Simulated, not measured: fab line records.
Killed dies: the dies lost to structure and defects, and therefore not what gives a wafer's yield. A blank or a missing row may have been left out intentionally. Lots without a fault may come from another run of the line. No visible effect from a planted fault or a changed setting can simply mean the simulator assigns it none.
Matching of chambers || flow n5_finfet || 4 sister chambers for N5_FIN_CUT_STRIP_24 on rie_diel-01
The step strips in CF4. 16 wafers are shown with their chamber, then 8 later ones without.

## EACH WAFER AND ITS CHAMBER
{"wafer": "L075.1", "chamber": 2, "drypump_motor_current_A (A)": 5.7, "showerhead_plenum_p_Torr (Torr)": 1.83, "throttle_valve_pct (%)": 13.86}
{"wafer": "L075.2", "chamber": 3, "drypump_motor_current_A (A)": 5.4, "showerhead_plenum_p_Torr (Torr)": 1.79, "throttle_valve_pct (%)": 13.61}
{"wafer": "L075.3", "chamber": 0, "drypump_motor_current_A (A)": 6.4, "showerhead_plenum_p_Torr (Torr)": 1.83, "throttle_valve_pct (%)": 13.30}
{"wafer": "L075.4", "chamber": 0, "drypump_motor_current_A (A)": 6.4, "showerhead_plenum_p_Torr (Torr)": 1.83, "throttle_valve_pct (%)": 13.30}
{"wafer": "L075.5", "chamber": 3, "drypump_motor_current_A (A)": 5.4, "showerhead_plenum_p_Torr (Torr)": 1.79, "throttle_valve_pct (%)": 13.59}
{"wafer": "L075.6", "chamber": 2, "drypump_motor_current_A (A)": 5.7, "showerhead_plenum_p_Torr (Torr)": 1.83, "throttle_valve_pct (%)": 13.86}
{"wafer": "L082.1", "chamber": 0, "drypump_motor_current_A (A)": 6.4, "showerhead_plenum_p_Torr (Torr)": 1.82, "throttle_valve_pct (%)": 13.33}
{"wafer": "L082.2", "chamber": 2, "drypump_motor_current_A (A)": 5.7, "showerhead_plenum_p_Torr (Torr)": 1.83, "throttle_valve_pct (%)": 13.30}
{"wafer": "L082.5", "chamber": 3, "drypump_motor_current_A (A)": 5.4, "showerhead_plenum_p_Torr (Torr)": 1.78, "throttle_valve_pct (%)": 13.63}
{"wafer": "L086.3", "chamber": 2, "drypump_motor_current_A (A)": 5.7, "showerhead_plenum_p_Torr (Torr)": 1.83, "throttle_valve_pct (%)": 13.32}
{"wafer": "L086.4", "chamber": 2, "drypump_motor_current_A (A)": 5.7, "showerhead_plenum_p_Torr (Torr)": 1.83, "throttle_valve_pct (%)": 13.31}
{"wafer": "L086.6", "chamber": 0, "drypump_motor_current_A (A)": 6.5, "showerhead_plenum_p_Torr (Torr)": 1.82, "throttle_valve_pct (%)": 13.35}
{"wafer": "L090.3", "chamber": 1, "drypump_motor_current_A (A)": 5.8, "showerhead_plenum_p_Torr (Torr)": 1.91, "throttle_valve_pct (%)": 12.99}
{"wafer": "L090.4", "chamber": 2, "drypump_motor_current_A (A)": 5.7, "showerhead_plenum_p_Torr (Torr)": 1.83, "throttle_valve_pct (%)": 13.32}
{"wafer": "L090.6", "chamber": 1, "drypump_motor_current_A (A)": 5.8, "showerhead_plenum_p_Torr (Torr)": 1.91, "throttle_valve_pct (%)": 12.99}
{"wafer": "L095.2", "chamber": 3, "drypump_motor_current_A (A)": 5.4, "showerhead_plenum_p_Torr (Torr)": 1.77, "throttle_valve_pct (%)": 13.68}

SIGNATURES (averages over the wafers above)
{"reading": "drypump_motor_current_A", "chamber 0": 6.425, "chamber 1": 5.800, "chamber 2": 5.700, "chamber 3": 5.400, "scatter within a chamber": 0.025}
{"reading": "showerhead_plenum_p_Torr", "chamber 0": 1.8250, "chamber 1": 1.9100, "chamber 2": 1.8300, "chamber 3": 1.7825, "scatter within a chamber": 0.00559}
{"reading": "throttle_valve_pct", "chamber 0": 13.3200, "chamber 1": 12.9900, "chamber 2": 13.4950, "chamber 3": 13.6275, "scatter within a chamber": 0.184}
Rule: for a wafer and a chamber, the distance is found by dividing, reading by reading, the gap between the wafer's reading and the chamber's mean by the reading's scatter, squaring, summing and taking the root. If the next closest chamber is less than 2 further off than the closest, the wafer can't be placed; otherwise it belongs to the closest. The scatter: take each reading less its chamber's mean, square it, sum over the shown wafers, divide by the number of wafers less the number of chambers, and take the root.

## WAFERS MISSING THEIR CHAMBER
{"wafer": "L095.3", "drypump_motor_current_A (A)": 6.4, "showerhead_plenum_p_Torr (Torr)": 1.82, "throttle_valve_pct (%)": 13.38}
{"wafer": "L095.4", "drypump_motor_current_A (A)": 5.7, "showerhead_plenum_p_Torr (Torr)": 1.82, "throttle_valve_pct (%)": 13.35}
{"wafer": "L096.1", "drypump_motor_current_A (A)": 6.4, "showerhead_plenum_p_Torr (Torr)": 1.82, "throttle_valve_pct (%)": 13.39}
{"wafer": "L096.3", "drypump_motor_current_A (A)": 5.7, "showerhead_plenum_p_Torr (Torr)": 1.82, "throttle_valve_pct (%)": 13.37}
{"wafer": "L096.5", "drypump_motor_current_A (A)": 5.7, "showerhead_plenum_p_Torr (Torr)": 1.82, "throttle_valve_pct (%)": 13.36}
{"wafer": "L097.1", "drypump_motor_current_A (A)": 5.7, "showerhead_plenum_p_Torr (Torr)": 1.82, "throttle_valve_pct (%)": 13.37}
{"wafer": "L097.2", "drypump_motor_current_A (A)": 6.5, "showerhead_plenum_p_Torr (Torr)": 1.81, "throttle_valve_pct (%)": 13.39}
{"wafer": "L097.3", "drypump_motor_current_A (A)": 5.8, "showerhead_plenum_p_Torr (Torr)": 1.91, "throttle_valve_pct (%)": 13.02}

## THE CHAMBER EACH PASSED THROUGH
{"wafer": "L095.3", "from the rows above": 0, "in truth": 0}
{"wafer": "L095.4", "from the rows above": 2, "in truth": 2}
{"wafer": "L096.1", "from the rows above": 0, "in truth": 0}
{"wafer": "L096.3", "from the rows above": 2, "in truth": 2}
{"wafer": "L096.5", "from the rows above": 2, "in truth": 2}
{"wafer": "L097.1", "from the rows above": 2, "in truth": 2}
{"wafer": "L097.2", "from the rows above": 0, "in truth": 0}
{"wafer": "L097.3", "from the rows above": 1, "in truth": 1}
Placed correctly: 8 of 8. Left unplaced by these rows: 0. Wrongly placed: 0.
